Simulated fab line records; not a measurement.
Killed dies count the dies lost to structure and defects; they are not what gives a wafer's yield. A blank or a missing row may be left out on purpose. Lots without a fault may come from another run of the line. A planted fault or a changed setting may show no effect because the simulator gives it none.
fab line records	flow nandHarc	part 1 of 2: steps 1 to 35 of 46
[record] lots = 5	wafers = 15	lastDay = 23
route steps=1159 shown P_BONDPAD@386 A_START@389 A_ZERO_WELL@390 A_SOURCE_PLATE@413 A_ONON_D1@424
lots that met no fault: from a run of the same line without faults
startH: start of the lot's first displayed wafer, in hours after the record's first day	waitH: hours elapsed since this lot's preceding step	" unchanged from the row above	L1.1+2: several wafers, shown together as one row	- either no value or no given start	* or withheld: withheld	< > ~ a bound
route shown NAME@n: a module of which the file shows steps, and the number in the route of the first	usual: mean and standard deviation over wafers with no fault	same: alike in all rows	chamber/n: place in a boat	sites: the reading at each site	_std_site: how widely they spread, as a standard deviation	_edge_site: mean of outer sites minus mean of inner sites	radiusMm: how far each site lies from the wafer's centre	mask NAME#n: copy n	behind: tool/chamber where the wafer was last shaped	hold: the reason the lot was held/the length of the hold in hours/how it ended	device: names the non-switching transistor (n, p or np)	end of line: tests run on the same wafers once the route is complete	for a step that has no rows: nothing shown but its recipe	killed: count of dies lost to structure and defects at first sort (not the wafer's yield)	map: a wafer's dies, marking killed ones x, the rest . and places with no die _
set.NAME: the setting that was run; set.NAME@STEP: the one run at that earlier step	model.NAME: the simulator's own value behind a step, which no gauge read
certain route steps with their lots: each step a table, each wafer a row
services: when a tool's chamber went out of use (startH, in hours from the record's first day, below 0 if earlier), for how many hours, and the reason
[[steps]]
[step NHARC_P_BONDPAD_ACTIVATE_29]
[recipe] timeS = 60	n2FlowSccm = 200	arFlowSccm = 0	biasPowerW = 0	chemistry = N2
[usual] drypumpMotorCurrentA = 5.7/0.4	oesProductAu = 0.999/0.0091	rfVppV = 64.1/0.77	showerheadPlenumPTorr = 1.79/0.074
lot.wafer	tool	chamber	startH	waitH	drypumpMotorCurrentA	oesProductAu	rfHoursCounterH	rfVppV	showerheadPlenumPTorr
L076.4	rieDiel-08	3	155.33	0.1	6.3	0.999	2	63.3	1.74
L076.1	"	1	"	"	5.8	1.002	2	63.3	1.89
L076.6	"	0	"	"	5.7	1.000	-	62.9	1.74
L078.3	rieDiel-08	3	164.09	0.1	6.2	0.999	3	64.8	1.73
L078.4	"	0	"	"	5.7	1.003	3	64.1	1.74
L078.1	"	1	"	"	5.7	1.009	3	65.9	1.89
L085.1	rieDiel-08	1	194.98	0.1	5.8	0.988	6	64.3	1.89
L085.2	"	3	"	"	6.3	0.995	6	63.9	1.73
L085.5	"	2	"	"	5.2	1.002	-	64.8	1.83
L086.3	rieDiel-08	2	211.01	0.1	5.1	0.998	7	64.0	1.83
L086.1	"	3	"	"	6.2	0.996	7	64.4	1.73
L086.6	"	1	"	"	5.8	0.995	-	64.2	1.89
L092.2	rieDiel-03	2	238.85	0.1	5.2	1.016	6	64.1	1.90
L092.6	"	2	"	"	5.2	1.010	-	63.9	1.90
L092.5	"	3	"	"	5.3	0.983	-	62.9	1.66
[step NHARC_P_BONDPAD_PRECLEAN_30]
[recipe] timeS = 300	tempC = 23	chemistry = DIW
lot.wafer	tool	chamber	startH	waitH
L076.4+6+1	wetBench-08	6,7,0	155.49	0.1
L078.1+4+3	wetBench-08	3,4,5	164.23	0.1
L085.1+2+5	wetBench-10	0,1,4	195.15	0.2
L086.6+1+3	wetBench-08	6,7,1	211.14	0.1
L092.2+6+5	wetBench-08	0,2,3	239.01	0.1
[step NHARC_P_BONDPAD_SRD_31]
[recipe] timeS = 30	tempC = 23	dryTimeS = 20	spinRpm = 1500
lot.wafer	tool	chamber	startH	waitH
L076.4+6+1	wetBench-08	6,7,0	-	-
L078.1+4+3	wetBench-08	3,4,5	-	-
L085.1+2+5	wetBench-10	0,1,4	-	-
L086.6+1+3	wetBench-08	6,7,1	-	-
L092.2+6+5	wetBench-08	0,2,3	-	-
[step NHARC_A_START_INSPECT_01]
[usual] rawDefectCount = 3.4/1.9
lot.wafer	tool	chamber	startH	waitH	rawDefectCount
L076.1	defectInspect-02	-	155.74	-	0
L076.4	"	-	"	"	5
L076.6	"	-	"	"	5
L078.1	defectInspect-01	-	164.49	-	1
L078.3	"	-	"	"	3
L078.4	"	-	"	"	6
L085.1	defectInspect-02	-	195.41	-	1
L085.2	"	-	"	"	3
L085.5	"	-	"	"	2
L086.1	defectInspect-02	-	211.39	-	1
L086.3	"	-	"	"	5
L086.6	"	-	"	"	3
L092.2	defectInspect-01	-	239.26	-	3
L092.5	"	-	"	"	8
L092.6	"	-	"	"	8
[step NHARC_A_ZERO_WELL_PRECLEAN_00]
[recipe] timeS = 600	tempC = 120	chemistry = SPM
lot.wafer	tool	chamber	startH	waitH
L076.1+6+4	wetBench-06	7,0,2	155.83	0.1
L078.4+1+3	wetBench-06	2,3,5	164.59	0.1
L085.1+2+5	wetBench-02	5,7,0	195.50	0.1
L086.1+6+3	wetBench-02	3,6,7	211.49	0.1
L092.6+5+2	wetBench-06	0,1,5	239.35	0.1
[step NHARC_A_ZERO_WELL_SRD_01]
lot.wafer	tool	chamber	startH	waitH
L076.1+6+4	wetBench-06	7,0,2	-	-
L078.4+1+3	wetBench-06	2,3,5	-	-
L085.1+2+5	wetBench-02	5,7,0	-	-
L086.1+6+3	wetBench-02	3,6,7	-	-
L092.6+5+2	wetBench-06	0,1,5	-	-
[step NHARC_A_ZERO_WELL_DEHYDRATE_02]
[recipe] tempC = 150	timeS = 120
lot.wafer	tool	chamber	startH	waitH
L076.1+4+6	lithoTrack-03	0	156.13	-
L078.1+3+4	lithoTrack-07	0	164.89	-
L085.1+2+5	lithoTrack-05	0	195.82	-
L086.1+3+6	lithoTrack-03	0	211.79	-
L092.2+5+6	lithoTrack-03	0	239.67	-
[step NHARC_A_ZERO_WELL_HMDS_03]
[recipe] timeS = 30
lot.wafer	tool	chamber	startH	waitH
L076.1+4+6	lithoTrack-03	0	-	-
L078.1+3+4	lithoTrack-07	0	-	-
L085.1+2+5	lithoTrack-05	0	-	-
L086.1+3+6	lithoTrack-03	0	-	-
L092.2+5+6	lithoTrack-03	0	-	-
[step NHARC_A_ZERO_WELL_COAT_18]
[recipe] tempC = 200	timeS = 65
lot.wafer	tool	chamber	startH	waitH
L076.1+4+6	lithoTrack-03	0	-	-
L078.1+3+4	lithoTrack-07	0	-	-
L085.1+2+5	lithoTrack-05	0	-	-
L086.1+3+6	lithoTrack-03	0	-	-
L092.2+5+6	lithoTrack-03	0	-	-
[step NHARC_A_ZERO_WELL_COAT_04]
[recipe] spinRpm = 2000	resistThkNm = 600
lot.wafer	tool	chamber	startH	waitH
L076.1+4+6	lithoTrack-03	0	-	-
L078.1+3+4	lithoTrack-07	0	-	-
L085.1+2+5	lithoTrack-05	0	-	-
L086.1+3+6	lithoTrack-03	0	-	-
L092.2+5+6	lithoTrack-03	0	-	-
[step NHARC_A_ZERO_WELL_SOFTBAKE_05]
[recipe] tempC = 125	timeS = 70
lot.wafer	tool	chamber	startH	waitH
L076.1+4+6	lithoTrack-03	0	-	-
L078.1+3+4	lithoTrack-07	0	-	-
L085.1+2+5	lithoTrack-05	0	-	-
L086.1+3+6	lithoTrack-03	0	-	-
L092.2+5+6	lithoTrack-03	0	-	-
[step NHARC_A_ZERO_WELL_EBR_06]
lot.wafer	tool	chamber	startH	waitH
L076.1+4+6	lithoTrack-03	0	-	-
L078.1+3+4	lithoTrack-07	0	-	-
L085.1+2+5	lithoTrack-05	0	-	-
L086.1+3+6	lithoTrack-03	0	-	-
L092.2+5+6	lithoTrack-03	0	-	-
[step NHARC_A_ZERO_WELL_EXPOSE_07]
[recipe] na = 0.55	doseMj = 33.85	maskId = A_ZERO
lot.wafer	tool	chamber	startH	waitH	mask
L076.1+4+6	krfScanner-03	0	156.42	-	A_ZERO#0
L078.1+3+4	krfScanner-03	0	165.05	-	A_ZERO#0
L085.1+2+5	krfScanner-03	0	196.11	-	A_ZERO#0
L086.1+3+6	krfScanner-01	0	212.08	-	A_ZERO#0
L092.2+5+6	krfScanner-01	0	239.96	-	A_ZERO#0
[step NHARC_A_ZERO_WELL_PEB_08]
[recipe] pebTempC = 128	pebTimeS = 80
[same] pebTimeS = 80
lot.wafer	tool	chamber	startH	waitH
L076.1+4+6	lithoTrack-05	0	156.49	0.1
L078.1+3+4	lithoTrack-07	0	165.12	0.1
L085.1+2+5	lithoTrack-03	0	196.17	0.1
L086.1+3+6	lithoTrack-07	0	212.15	0.1
L092.2+5+6	lithoTrack-07	0	240.03	0.1
[step NHARC_A_ZERO_WELL_DEVELOP_09]
[recipe] timeS = 50	devTempC = 22
lot.wafer	tool	chamber	startH	waitH
L076.1+4+6	lithoTrack-05	0	-	-
L078.1+3+4	lithoTrack-07	0	-	-
L085.1+2+5	lithoTrack-03	0	-	-
L086.1+3+6	lithoTrack-07	0	-	-
L092.2+5+6	lithoTrack-07	0	-	-
[step NHARC_A_ZERO_WELL_CD_MEAS_10]
[recipe] targetCdNm = 2000	landingEnergyEv = 500
[usual] cdNm = 2000.6/1.7
lot.wafer	tool	chamber	startH	waitH	cdNm
L076.1	cdSem-03	0	156.58	-	2001.8
L076.4	"	0	"	"	2001.9
L076.6	"	0	"	"	1999.9
L078.1	cdSem-03	0	165.21	-	1999.6
L078.3	"	0	"	"	2000.9
L078.4	"	0	"	"	2000.2
L085.1	cdSem-02	0	196.26	-	1998.6
L085.2	"	0	"	"	2000.3
L085.5	"	0	"	"	2000.7
L086.1	cdSem-02	0	212.23	-	1999.1
L086.3	"	0	"	"	2000.8
L086.6	"	0	"	"	2002.8
L092.2	cdSem-03	0	240.12	-	2001.0
L092.5	"	0	"	"	2002.4
L092.6	"	0	"	"	1997.2
[step NHARC_A_ZERO_WELL_HARDBAKE_11]
[recipe] tempC = 118	timeS = 65
lot.wafer	tool	chamber	startH	waitH
L076.1+4+6	lithoTrack-05	0	156.66	-
L078.1+3+4	lithoTrack-07	0	165.29	-
L085.1+2+5	lithoTrack-03	0	196.34	-
L086.1+3+6	lithoTrack-07	0	212.31	-
L092.2+5+6	lithoTrack-03	0	240.20	-
[step NHARC_A_ZERO_WELL_DESCUM_12]
[recipe] timeS = 3	o2FlowSccm = 200	arFlowSccm = 0	biasPowerW = 0	chemistry = O2
[usual] drypumpMotorCurrentA = 5.7/0.34	oesProductAu = 0.999/0.01	rfVppV = 57.9/0.86	showerheadPlenumPTorr = 1.94/0.1	throttleValvePct = 11.311/0.01
lot.wafer	tool	chamber	startH	waitH	drypumpMotorCurrentA	oesProductAu	rfHoursCounterH	rfVppV	showerheadPlenumPTorr	throttleValvePct
L076.1	rieDiel-11	0	156.74	-	5.5	1.021	12	57.7	1.81	11.309
L076.4	"	2	"	"	5.6	1.007	14	58.5	1.91	11.313
L076.6	"	3	"	"	5.7	1.014	-	56.3	1.82	11.308
L078.3	rieDiel-07	3	165.38	-	5.4	0.991	7	56.2	1.82	11.319
L078.4	"	0	"	"	5.8	1.006	6	57.0	1.94	11.301
L078.1	"	1	"	"	5.3	0.996	6	57.9	2.06	11.296
L085.1	rieDiel-07	1	196.42	-	5.3	1.000	8	57.7	2.06	11.309
L085.2	"	0	"	"	5.8	1.015	7	57.5	1.94	11.310
L085.5	"	1	"	"	5.3	0.996	-	57.2	2.06	11.305
L086.1	rieDiel-10	0	212.41	-	5.7	1.005	2	56.6	1.83	11.309
L086.3	"	1	"	"	5.9	0.986	2	58.3	2.04	11.318
L086.6	"	2	"	"	6.3	0.979	-	58.7	2.05	11.299
L092.2	rieDiel-07	3	240.30	-	5.4	0.980	0	58.2	1.81	11.310
L092.5	"	0	"	"	5.8	1.002	-	58.9	1.94	11.298
L092.6	"	1	"	"	5.3	1.009	-	60.0	2.06	11.298
[step NHARC_A_ZERO_WELL_ETCH_19]
[recipe] targetDepthA = 800	overetchA = 240	timeS = 87.88	ionEnergyEv = 200	n2FlowSccm = 150	h2FlowSccm = 150	arFlowSccm = 0	rfW = 400	biasW = 150	chemistry = N2/H2
[usual] drypumpMotorCurrentA = 5.6/0.33	oesProductAu = 0.998/0.011	rfVppV = 431/3.2	showerheadPlenumPTorr = 2.06/0.11	throttleValvePct = 14.171/0.0085
lot.wafer	tool	chamber	startH	waitH	drypumpMotorCurrentA	oesProductAu	rfHoursCounterH	rfVppV	showerheadPlenumPTorr	throttleValvePct
L076.1	rieDiel-11	3	156.82	0.1	5.6	1.004	14	428	1.94	14.164
L076.4	"	1	"	"	6.1	1.008	14	429	2.00	14.157
L076.6	"	2	"	"	5.6	1.006	-	430	2.03	14.182
L078.1	rieDiel-07	2	165.46	0.1	5.4	1.015	7	436	2.21	14.175
L078.4	"	0	"	"	5.8	1.015	6	431	2.07	14.181
L078.3	"	1	"	"	5.3	1.005	6	435	2.20	14.182
L085.1	rieDiel-07	2	196.50	0.1	5.4	1.015	9	436	2.21	14.160
L085.2	"	1	"	"	5.3	0.997	8	435	2.20	14.170
L085.5	"	3	"	"	5.4	0.998	-	428	1.93	14.187
L086.1	rieDiel-10	2	212.47	0.1	6.3	0.977	0	435	2.19	14.177
L086.3	"	0	"	"	5.7	1.004	2	429	1.95	14.163
L086.6	"	2	"	"	6.3	0.991	-	435	2.19	14.170
L092.2	rieDiel-07	1	240.36	0.1	5.2	1.000	0	435	2.20	14.176
L092.5	"	1	"	"	5.3	1.010	-	435	2.20	14.164
L092.6	"	2	"	"	5.4	1.006	-	435	2.21	14.163
[step NHARC_A_ZERO_WELL_ETCH_13]
[recipe] targetDepthA = 1200	timeS = 40.1	hbrFlowSccm = 150	cl2FlowSccm = 50	rfW = 400	icpW = 400	biasW = 100	chemistry = HBr/Cl2
[usual] drypumpMotorCurrentA = 5.8/0.49	oesProductAu = 1.000/0.0093	throttleValvePct = 26.406/0.0091
lot.wafer	tool	chamber	startH	waitH	drypumpMotorCurrentA	oesProductAu	rfHoursCounterH	throttleValvePct
L076.1	rieSi-06	3	156.93	-	5.7	1.005	0.9	26.400
L076.4	"	1	"	"	5.9	1.000	0.9	26.413
L076.6	"	3	"	"	5.7	1.001	-	26.407
L078.4	rieSi-03	0	165.59	-	4.7	0.996	0.0	26.416
L078.3	"	1	"	"	5.8	1.001	0.0	26.395
L078.1	"	2	"	"	5.4	0.995	0.0	26.414
L085.2	rieSi-06	1	196.65	-	5.9	1.026	0.0	26.414
L085.1	"	2	"	"	6.4	1.002	0.0	26.416
L085.5	"	0	"	"	6.3	1.005	-	26.404
L086.3	rieSi-06	0	212.62	-	6.3	0.999	0.2	26.413
L086.1	"	1	"	"	5.8	1.018	0.1	26.401
L086.6	"	2	"	"	6.4	1.001	-	26.400
L092.2	rieSi-06	2	240.52	-	6.4	0.997	0.4	26.398
L092.6	"	3	"	"	5.7	0.993	-	26.394
L092.5	"	0	"	"	6.3	1.004	-	26.395
[step NHARC_A_ZERO_WELL_STRIP_14]
[recipe] timeS = 900	tempC = 130	chemistry = SPM
lot.wafer	tool	chamber	startH	waitH
L076.6+4+1	wetBench-06	4,5,6	157.10	-
L078.1+4+3	wetBench-06	5,6,1	165.73	-
L085.5+2+1	wetBench-06	5,6,1	196.78	-
L086.1+6+3	wetBench-06	2,3,4	212.74	-
L092.6+5+2	wetBench-06	1,2,4	240.65	-
[step NHARC_A_ZERO_WELL_IMPLANT_15]
[recipe] energyKev = 150	doseCm2 = 1e+13	tiltDeg = 7
lot.wafer	tool	chamber	startH	waitH
L076.1+4+6	implanter-02	0	157.49	0.1
L078.1+3+4	implanter-01	0	166.14	0.1
L085.1+2+5	implanter-02	0	197.18	0.1
L086.1+3+6	implanter-01	0	213.15	0.1
L092.2+5+6	implanter-02	0	241.07	0.1
[step NHARC_A_ZERO_WELL_PRECLEAN_22]
[recipe] timeS = 60	tempC = 50	bathAgeMin = 0	chemistry = SC1
lot.wafer	tool	chamber	startH	waitH
L076.1+4+6	wetBench-02	7,0,1	157.73	0.2
L078.4+1+3	wetBench-06	6,7,1	166.36	0.1
L085.2+1+5	wetBench-06	6,0,2	197.40	0.2
L086.6+1+3	wetBench-02	5,6,7	213.37	0.0
L092.6+2+5	wetBench-05	5,7,0	241.25	0.0
[step NHARC_A_ZERO_WELL_SRD_23]
lot.wafer	tool	chamber	startH	waitH
L076.1+4+6	wetBench-02	7,0,1	-	-
L078.4+1+3	wetBench-06	6,7,1	-	-
L085.2+1+5	wetBench-06	6,0,2	-	-
L086.6+1+3	wetBench-02	5,6,7	-	-
L092.6+2+5	wetBench-05	5,7,0	-	-
[step NHARC_A_ZERO_WELL_RTA_16]
[recipe] tempC = 1000	timeS = 10
[usual] lampPowerPct = 31.3/2.2	wafer_temp_C_max = 1004.3/0.91
lot.wafer	tool	chamber	startH	waitH	lampPowerPct	wafer_temp_C_max
L076.1	rtpAnneal-02	0	157.86	-	34.4	1002.8
L076.4	"	0	"	"	34.4	1003.7
L076.6	"	0	"	"	34.4	1002.8
L078.1	rtpAnneal-02	0	166.50	-	34.4	1003.1
L078.3	"	0	"	"	34.5	1004.0
L078.4	"	0	"	"	34.4	1003.8
L085.1	rtpAnneal-01	0	197.54	-	29.7	1006.1
L085.2	"	0	"	"	29.8	1005.0
L085.5	"	0	"	"	29.7	1003.6
L086.1	rtpAnneal-01	0	213.50	-	29.8	1003.3
L086.3	"	0	"	"	29.7	1003.7
L086.6	"	0	"	"	29.7	1003.5
L092.2	rtpAnneal-01	0	241.41	-	29.8	1005.0
L092.5	"	0	"	"	29.8	1005.0
L092.6	"	0	"	"	29.8	1004.3
[step NHARC_A_ZERO_WELL_INSPECT_17]
[usual] rawDefectCount = 12/5.2
lot.wafer	tool	chamber	startH	waitH	rawDefectCount
L076.1	defectInspect-01	-	158.06	0.2	14
L076.4	"	-	"	"	14
L076.6	"	-	"	"	12
L078.1	defectInspect-01	-	166.70	0.2	2
L078.3	"	-	"	"	6
L078.4	"	-	"	"	13
L085.1	defectInspect-01	-	197.73	0.2	4
L085.2	"	-	"	"	2
L085.5	"	-	"	"	6
L086.1	defectInspect-01	-	213.70	0.2	7
L086.3	"	-	"	"	17
L086.6	"	-	"	"	20
L092.2	defectInspect-01	-	241.58	0.1	8
L092.5	"	-	"	"	6
L092.6	"	-	"	"	13
[step NHARC_A_SOURCE_PLATE_PRECLEAN_00]
[recipe] timeS = 60	chemistry = HF-LAST
lot.wafer	tool	chamber	startH	waitH
L076.1+6+4	wetBench-03	2,5,6	158.12	0.1
L078.3+4+1	wetBench-03	6,1,2	166.75	0.1
L085.1+2+5	wetBench-03	4,5,0	197.78	0.1
L086.3+1+6	wetBench-04	2,3,4	213.76	0.1
L092.2+6+5	wetBench-09	2,6,7	241.63	0.0
[step NHARC_A_SOURCE_PLATE_SRD_01]
lot.wafer	tool	chamber	startH	waitH
L076.1+6+4	wetBench-03	2,5,6	-	-
L078.3+4+1	wetBench-03	6,1,2	-	-
L085.1+2+5	wetBench-03	4,5,0	-	-
L086.3+1+6	wetBench-04	2,3,4	-	-
L092.2+6+5	wetBench-09	2,6,7	-	-
[step NHARC_A_SOURCE_PLATE_OXIDE_02]
[recipe] targetThkA = 100	tempC = 900	oxTimeS = 1362	material = SiO2
lot.wafer	tool	chamber	startH	waitH
L076.1+4+6	furnace-03	0	161.30	-
L078.1+3+4	furnace-03	0	170.57	-
L085.1+2+5	furnace-05	0	202.14	-
L086.1+3+6	furnace-05	0	218.94	-
L092.2+5+6	furnace-05	0	244.94	-
[step NHARC_A_SOURCE_PLATE_THK_MEAS_09]
[recipe] thkMeasGauge = ellipsometry
[usual] thkNm = 9.7/0.98
lot.wafer	tool	chamber	startH	waitH	thkNm
L076.1	filmMetro-02	-	165.28	0.4	10.0
L076.4	"	-	"	"	10.7
L076.6	"	-	"	"	10.1
L078.1	filmMetro-02	-	174.61	0.4	9.7
L078.3	"	-	"	"	8.9
L078.4	"	-	"	"	8.6
L085.1	filmMetro-02	-	206.22	0.4	9.3
L085.2	"	-	"	"	10.4
L085.5	"	-	"	"	9.9
L086.1	filmMetro-02	-	223.01	0.4	10.8
L086.3	"	-	"	"	10.5
L086.6	"	-	"	"	8.3
L092.2	filmMetro-01	-	249.00	0.4	10.0
L092.5	"	-	"	"	8.0
L092.6	"	-	"	"	9.2
[step NHARC_A_SOURCE_PLATE_PVD_04]
[recipe] targetThkA = 500	material = WSi2
lot.wafer	tool	chamber	startH	waitH
L076.1+4+6	pvdSputter-02	-	165.35	0.1
L078.4+1+3	pvdSputter-03	-	174.67	0.1
L085.1+2+5	pvdSputter-02	-	206.28	0.1
L086.1+3+6	pvdSputter-03	-	223.07	0.1
L092.2+5+6	pvdSputter-01	-	249.05	0.1
[step NHARC_A_SOURCE_PLATE_CVD_03]
[recipe] targetThkA = 2000	tempC = 620	pressureMtorr = 200	timeS = 4000	material = poly-Si
lot.wafer	tool	chamber	startH	waitH
L076.1+4+6	lpcvdPoly-04	0	167.85	-
L078.1+3+4	lpcvdPoly-02	0	177.18	-
L085.1+2+5	lpcvdPoly-02	0	208.79	-
L086.1+3+6	lpcvdPoly-02	0	225.57	-
L092.2+5+6	lpcvdPoly-01	0	251.74	-
[step NHARC_A_SOURCE_PLATE_ANNEAL_05]
[recipe] tempC = 850	timeS = 1800
lot.wafer	tool	chamber	startH	waitH
L076.1+4+6	furnace-06	0	174.14	3.2
L078.1+3+4	furnace-06	0	184.36	4.1
L085.1+2+5	furnace-05	0	215.36	3.5
L086.1+3+6	furnace-05	0	232.18	3.5
L092.2+5+6	furnace-05	0	261.17	6.3
[step NHARC_A_SOURCE_PLATE_THK_MEAS_06]
[recipe] thkMeasGauge = ellipsometry
[usual] thkNm = 199.8/2
lot.wafer	tool	chamber	startH	waitH	thkNm
L076.1	filmMetro-02	-	178.10	0.4	200.7
L076.4	"	-	"	"	199.2
L076.6	"	-	"	"	197.9
L078.1	filmMetro-02	-	188.35	0.4	200.6
L078.3	"	-	"	"	201.0
L078.4	"	-	"	"	199.1
L085.1	filmMetro-01	-	219.32	0.4	204.9
L085.2	"	-	"	"	203.2
L085.5	"	-	"	"	201.7
L086.1	filmMetro-01	-	236.10	0.4	201.2
L086.3	"	-	"	"	201.3
L086.6	"	-	"	"	200.0
L092.2	filmMetro-02	-	265.13	0.4	201.5
L092.5	"	-	"	"	203.0
L092.6	"	-	"	"	201.6
[step NHARC_A_SOURCE_PLATE_INSPECT_08]
[usual] rawDefectCount = 63/26
lot.wafer	tool	chamber	startH	waitH	rawDefectCount
L076.1	defectInspect-01	-	178.17	0.0	45
L076.4	"	-	"	"	45
L076.6	"	-	"	"	40
L078.1	defectInspect-02	-	188.42	0.0	28
L078.3	"	-	"	"	69
L078.4	"	-	"	"	89
L085.1	defectInspect-02	-	219.39	0.0	85
L085.2	"	-	"	"	87
L085.5	"	-	"	"	79
L086.1	defectInspect-02	-	236.19	0.0	77
L086.3	"	-	"	"	121
L086.6	"	-	"	"	75
L092.2	defectInspect-01	-	265.21	0.0	50
L092.5	"	-	"	"	56
L092.6	"	-	"	"	104
